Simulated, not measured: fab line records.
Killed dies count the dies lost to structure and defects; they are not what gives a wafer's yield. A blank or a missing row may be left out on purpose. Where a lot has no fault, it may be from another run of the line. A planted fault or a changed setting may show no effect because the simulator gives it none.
Struck lot and sound lot, side by side + flow n5_finfet + 15 out of 1938 route steps
Sound: wafers L386.2, L386.3, L386.4. Struck: wafer L389.5. (L389.4, L389.6 of the same lot were not struck and are left out.) The cause comes at the end.
For every step that has rows: the tool of each side, followed by ch and its chambers, followed by its first start. Under that, the readings that differ: sound wafers + struck wafers + difference of the means + sigmas: that difference in standard deviations of wafers without a fault.
alike: same words and numbers on both sides, and readings whose means sit less than 2 such deviations apart. not compared: any withheld reading, any reading some wafer has no value for, any bound like >300 that may hide the same value, and any number with overlapping values for which the record gives no deviation.
Wherever a step has rows on one side only, a row that says differs or no value, or a row with sigmas, the two part there. Non-overlapping numbers with no deviation appear without sigmas and do not part them. A reading missing from all wafers of one side parts the sides only when that side holds two or more wafers.

first, 1 step without rows for these wafers: N5_SD_EPI_P_SRD_25 (time 30 s).
N5_SD_EPI_P_INSPECT_26: inspects for defects (darkfield).
  sound on defect_inspect-02 at day 4 22:17; struck on defect_inspect-01 at day 5 16:19
  alike: raw_defect_count
N5_SD_ACTIVATION_RTA_00: time 0 s.
  sound on rtp_anneal-02 ch 0, day 4 22:23; struck on rtp_anneal-01 ch 0, day 5 16:26
  alike: lamp_power_pct, wafer_temp_C_max
N5_SD_ACTIVATION_LSA_01: time 0.0008 s.
  sound on laser_anneal-01 ch 0, day 4 22:35; struck on laser_anneal-01 ch 0, day 5 16:38
  alike: wafer_temp_C_max
N5_SD_ACTIVATION_RS_MEAS_03: a four-point-probe measurement.
  sound on film_metro-02 at day 4 22:47; struck on film_metro-02 at day 5 16:49
  alike: RS_SD_N, RS_SD_P
N5_SD_ACTIVATION_INSPECT_02: inspects for defects (darkfield).
  sound on defect_inspect-02 at day 4 23:05; struck on defect_inspect-01 at day 5 17:05
  alike: raw_defect_count
N5_ILD0_LINER_00: material SiNx, target thk 4 nm, pulse time 1 s, purge time 2 s.
  sound on ald_sin-03 ch 0,1,2, day 4 23:58; struck on ald_sin-03 ch 0, day 5 17:07
| reading                    | sound             | struck | difference | sigmas |
|----------------------------|-------------------|--------|------------|--------|
| precursor_pulse_height_rel | 0.986 1.014 1.019 | 0.956  | -0.050     | -3     |
  alike: heater_power_w
then, 2 steps without rows for these wafers: N5_ILD0_FCVD_FILL_01 (material SiO2 flowable, target thk 200 nm, time 328.3 s); N5_ILD0_CURE_02 (time 1800 s).
N5_ILD0_CMP_03: polishes, stops on SiNx, t overpolish 1.9 s, target thk 197.38 nm.
  sound on cmp-04 ch 0,1,3, day 5 02:20; struck on cmp-03 ch 3, day 5 19:34
  alike: head_pressure_psi, motor_current_A, overpolish_run_s, time_to_endpoint_s
N5_ILD0_THK_MEAS_04:
  sound on film_metro-02 at day 5 02:38; struck on film_metro-01 at day 5 19:47
  alike: thk_nm
N5_ILD0_CMP_07: polishes SiO2 flowable, stops on poly-Si, t overpolish 1.18 s, target thk 138.88 nm.
  sound on cmp-03 ch 0,1,3, day 5 02:40; struck on cmp-04 ch 0, day 5 19:53
| reading                 | sound             | struck | difference | sigmas |
|-------------------------|-------------------|--------|------------|--------|
| head_pressure_psi (psi) | 4.145 4.146 4.151 | 3.881  | -0.266     | -31    |
  alike: motor_current_A
N5_ILD0_THK_MEAS_08:
  sound on film_metro-01 at day 5 02:58; struck on film_metro-01 at day 5 20:06
  alike: thk_nm
-- the record jumps here: 5 days lie between the struck wafers' starts before and after (it left off in module ILD0 and takes up again in module BEOL_M4, whose first step shown is number 1111 of the route) --
N5_BEOL_M4_RC_MEAS_101:
  sound on prober-02 ch 0, day 10 23:00; struck on prober-01 ch 0, day 11 07:29
  alike: DIBL_N, DIBL_P, IOFF_N, IOFF_P, ION_N, ION_P, SS_N, SS_P, VT_N, VT_P
-- record jumps: 4 days separate the struck wafers' starts on either side; left off in module BEOL_M4, taken up again in module PASSIVATION, whose first shown step is the route's number 1936 --
N5_PASSIVATION_PROBE_49:
  sound on prober-02 at day 14 23:16; struck on prober-01 at day 15 14:13
  alike: defect_limited_yield, killed_at_M0_to_M3, killed_at_M4_up, killed_at_contacts, killed_at_front_end, killed_at_other, killed_dies, killed_open, killed_short, sort_bin_5_function, sort_bin_6_memory, sort_n_pass, sort_yield_pct

## WHERE THEY PART
Last at N5_ILD0_CMP_07 as far as this record goes, first at N5_ILD0_LINER_00. Later steps at which nothing parts them and some readings are alike: N5_ILD0_THK_MEAS_08, N5_BEOL_M4_RC_MEAS_101, N5_PASSIVATION_PROBE_49.

WHY: what had been put in by the simulator
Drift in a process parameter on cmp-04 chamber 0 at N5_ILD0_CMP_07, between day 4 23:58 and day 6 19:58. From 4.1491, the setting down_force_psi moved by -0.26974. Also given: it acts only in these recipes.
